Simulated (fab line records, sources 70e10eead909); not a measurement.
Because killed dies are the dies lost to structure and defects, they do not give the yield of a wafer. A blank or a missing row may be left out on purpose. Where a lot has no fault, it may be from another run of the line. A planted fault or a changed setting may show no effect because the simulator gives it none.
A sampling plan put to the test / flow nand-harc / one fab line, 16 faults that these records tell of, each judged on the records of the lots that it struck
The plan consists of the line's own looks: route steps at which the wafer is read by a gauge or an inspection but not changed. Where struck wafers have a number at a look and the file lists that look's usual mean and standard deviation on fault-free wafers, the look can be judged. Caught: the struck wafers' mean, at a look after the fault's first step, is 4 or more of those standard deviations (sigma) away from the usual mean. On the tool: here the same test is run on the tool's own readings at the fault's steps. It also counts as caught if the struck wafers ran another recipe or if their record alone is blank.

## THE FAULTS, as the simulator had put them in
1. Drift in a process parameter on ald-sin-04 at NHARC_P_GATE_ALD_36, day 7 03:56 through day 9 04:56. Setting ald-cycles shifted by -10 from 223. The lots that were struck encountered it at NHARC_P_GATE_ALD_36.
2. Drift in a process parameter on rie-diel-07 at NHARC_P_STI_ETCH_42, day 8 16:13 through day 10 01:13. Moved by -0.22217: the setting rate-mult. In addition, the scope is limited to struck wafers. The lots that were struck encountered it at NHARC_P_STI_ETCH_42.
3. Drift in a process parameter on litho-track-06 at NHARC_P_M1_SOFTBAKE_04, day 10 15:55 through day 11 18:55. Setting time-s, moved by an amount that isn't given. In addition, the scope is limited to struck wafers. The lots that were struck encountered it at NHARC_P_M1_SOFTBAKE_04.
4. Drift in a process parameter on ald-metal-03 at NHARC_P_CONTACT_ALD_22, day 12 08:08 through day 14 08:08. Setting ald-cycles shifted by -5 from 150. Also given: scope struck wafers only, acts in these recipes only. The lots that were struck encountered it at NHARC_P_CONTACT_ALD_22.
5. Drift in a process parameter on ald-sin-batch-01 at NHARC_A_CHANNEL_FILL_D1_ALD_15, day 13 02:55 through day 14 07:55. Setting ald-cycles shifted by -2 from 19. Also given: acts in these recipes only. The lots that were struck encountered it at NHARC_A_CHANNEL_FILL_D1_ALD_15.
6. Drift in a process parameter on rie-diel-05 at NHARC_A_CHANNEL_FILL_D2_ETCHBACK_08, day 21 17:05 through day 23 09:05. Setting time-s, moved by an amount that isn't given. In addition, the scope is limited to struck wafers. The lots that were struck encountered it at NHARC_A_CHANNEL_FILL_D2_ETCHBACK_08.
7. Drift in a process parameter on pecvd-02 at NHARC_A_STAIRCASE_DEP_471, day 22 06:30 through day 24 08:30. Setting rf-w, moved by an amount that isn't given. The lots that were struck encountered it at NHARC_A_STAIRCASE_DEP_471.
8. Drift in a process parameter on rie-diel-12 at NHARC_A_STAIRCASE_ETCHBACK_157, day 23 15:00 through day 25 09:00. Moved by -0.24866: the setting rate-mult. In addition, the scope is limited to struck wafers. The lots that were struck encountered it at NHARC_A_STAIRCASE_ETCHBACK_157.
9. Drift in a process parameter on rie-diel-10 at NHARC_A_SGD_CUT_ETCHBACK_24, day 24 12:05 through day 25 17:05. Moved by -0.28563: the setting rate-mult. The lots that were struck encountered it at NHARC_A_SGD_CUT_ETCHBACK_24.
10. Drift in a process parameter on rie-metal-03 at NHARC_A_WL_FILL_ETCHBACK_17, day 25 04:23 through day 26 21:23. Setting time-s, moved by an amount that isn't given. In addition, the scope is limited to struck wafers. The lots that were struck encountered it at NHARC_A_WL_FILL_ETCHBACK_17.
11. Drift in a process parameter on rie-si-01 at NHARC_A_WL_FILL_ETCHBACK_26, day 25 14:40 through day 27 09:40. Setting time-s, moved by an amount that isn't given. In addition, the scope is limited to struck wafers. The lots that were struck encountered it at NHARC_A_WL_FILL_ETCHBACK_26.
12. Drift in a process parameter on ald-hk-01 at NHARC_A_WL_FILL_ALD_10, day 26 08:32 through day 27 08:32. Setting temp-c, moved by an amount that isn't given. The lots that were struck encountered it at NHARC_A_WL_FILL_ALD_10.
13. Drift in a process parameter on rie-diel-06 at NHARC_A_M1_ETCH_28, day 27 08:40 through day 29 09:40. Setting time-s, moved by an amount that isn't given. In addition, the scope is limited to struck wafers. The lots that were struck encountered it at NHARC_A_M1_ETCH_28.
14. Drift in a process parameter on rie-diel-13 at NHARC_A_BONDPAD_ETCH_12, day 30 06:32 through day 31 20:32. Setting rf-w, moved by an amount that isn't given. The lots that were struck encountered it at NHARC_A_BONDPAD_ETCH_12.
15. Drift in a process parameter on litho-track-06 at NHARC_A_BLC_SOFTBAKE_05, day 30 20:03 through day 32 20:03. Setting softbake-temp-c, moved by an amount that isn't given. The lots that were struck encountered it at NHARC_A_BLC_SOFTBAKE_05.
16. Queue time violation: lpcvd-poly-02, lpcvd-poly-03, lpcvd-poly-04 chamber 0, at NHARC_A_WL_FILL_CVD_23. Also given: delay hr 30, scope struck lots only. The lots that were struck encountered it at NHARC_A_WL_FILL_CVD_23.

## WHAT THE PLAN SAW
fault=1; on the tool itself=under 2 sigma; first look that catches it=no look after it can be judged; reading, sigma=-; median hours from its first step to that look=-; hours from the fault's start to the first struck lot there=-; judged looks passed uncaught=0
fault=2; on the tool itself=oes-product-au -11 sigma; first look that catches it=not the one look that can be judged after it; reading, sigma=-; median hours from its first step to that look=-; hours from the fault's start to the first struck lot there=-; judged looks passed uncaught=1
fault=3; on the tool itself=heater-power-total-W +71 sigma; first look that catches it=none of the 2 looks that can be judged after it; reading, sigma=-; median hours from its first step to that look=-; hours from the fault's start to the first struck lot there=-; judged looks passed uncaught=2
fault=4; on the tool itself=under 2 sigma; first look that catches it=no look after it can be judged; reading, sigma=-; median hours from its first step to that look=-; hours from the fault's start to the first struck lot there=-; judged looks passed uncaught=0
fault=5; on the tool itself=under 2 sigma; first look that catches it=no look after it can be judged; reading, sigma=-; median hours from its first step to that look=-; hours from the fault's start to the first struck lot there=-; judged looks passed uncaught=0
fault=6; on the tool itself=run-length-s +99 or beyond sigma; first look that catches it=not the one look that can be judged after it; reading, sigma=strongest: killed-at-other at NHARC_END_SORT_01, +3.6; median hours from its first step to that look=-; hours from the fault's start to the first struck lot there=-; judged looks passed uncaught=1
fault=7; on the tool itself=rf-fwd-power-W -51 sigma; first look that catches it=not the one look that can be judged after it; reading, sigma=-; median hours from its first step to that look=-; hours from the fault's start to the first struck lot there=-; judged looks passed uncaught=1
fault=8; on the tool itself=oes-product-au -5.0 sigma; first look that catches it=NHARC_END_SORT_01; reading, sigma=killed-at-array +26; median hours from its first step to that look=130.9; hours from the fault's start to the first struck lot there=133; judged looks passed uncaught=0
fault=9; on the tool itself=oes-product-au -4.0 sigma; first look that catches it=no look after it can be judged; reading, sigma=-; median hours from its first step to that look=-; hours from the fault's start to the first struck lot there=-; judged looks passed uncaught=0
fault=10; on the tool itself=run-length-s -8.9 sigma; first look that catches it=no look after it can be judged; reading, sigma=-; median hours from its first step to that look=-; hours from the fault's start to the first struck lot there=-; judged looks passed uncaught=0
fault=11; on the tool itself=run-length-s -8.4 sigma; first look that catches it=no look after it can be judged; reading, sigma=-; median hours from its first step to that look=-; hours from the fault's start to the first struck lot there=-; judged looks passed uncaught=0
fault=12; on the tool itself=susceptor-temp-C -89 sigma; first look that catches it=not the one look that can be judged after it; reading, sigma=-; median hours from its first step to that look=-; hours from the fault's start to the first struck lot there=-; judged looks passed uncaught=1
fault=13; on the tool itself=run-length-s -40 sigma; first look that catches it=not the one look that can be judged after it; reading, sigma=-; median hours from its first step to that look=-; hours from the fault's start to the first struck lot there=-; judged looks passed uncaught=1
fault=14; on the tool itself=rf-fwd-power-W +99 or beyond sigma; first look that catches it=not the one look that can be judged after it; reading, sigma=-; median hours from its first step to that look=-; hours from the fault's start to the first struck lot there=-; judged looks passed uncaught=1
fault=15; on the tool itself=heater-power-total-W -99 or beyond sigma; first look that catches it=no look after it can be judged; reading, sigma=-; median hours from its first step to that look=-; hours from the fault's start to the first struck lot there=-; judged looks passed uncaught=0
fault=16; on the tool itself=under 2 sigma; first look that catches it=not the one look that can be judged after it; reading, sigma=-; median hours from its first step to that look=-; hours from the fault's start to the first struck lot there=-; judged looks passed uncaught=1
A dash: this means the fault isn't caught or the number doesn't appear in these records.

Caught at a look: 1 of 16. Caught on the tool: 12 of 16. By one or the other: 12 of 16.
On the tool alone, faults 2, 3, 6, 7, 9, 10, 11, 12, 13, 14, 15 were caught.
Caught by neither: faults 1, 4, 5, 16.

## THINNER SAMPLING
Were the look that catches a fault to measure just every second or every third lot (counted by lot number), the first struck lot would, at worst, be measured this late:
fault=8; struck lots at that look, in order of time=L547, L549, L550; every lot=133 h; every second lot=172 h; every third lot=may miss all 3
Hours are from the fault's start to the first struck lot that is measured. The limit of 4 sigma was tested on all struck wafers together, so one lot alone may lie under it. Other struck lots may not be in these records.

## THE LONGEST TIMED WAY FROM STEP TO LOOK
Fault 8: a median of 130.9 hours passes between NHARC_A_STAIRCASE_ETCHBACK_157 and NHARC_END_SORT_01. No look between them can be judged.
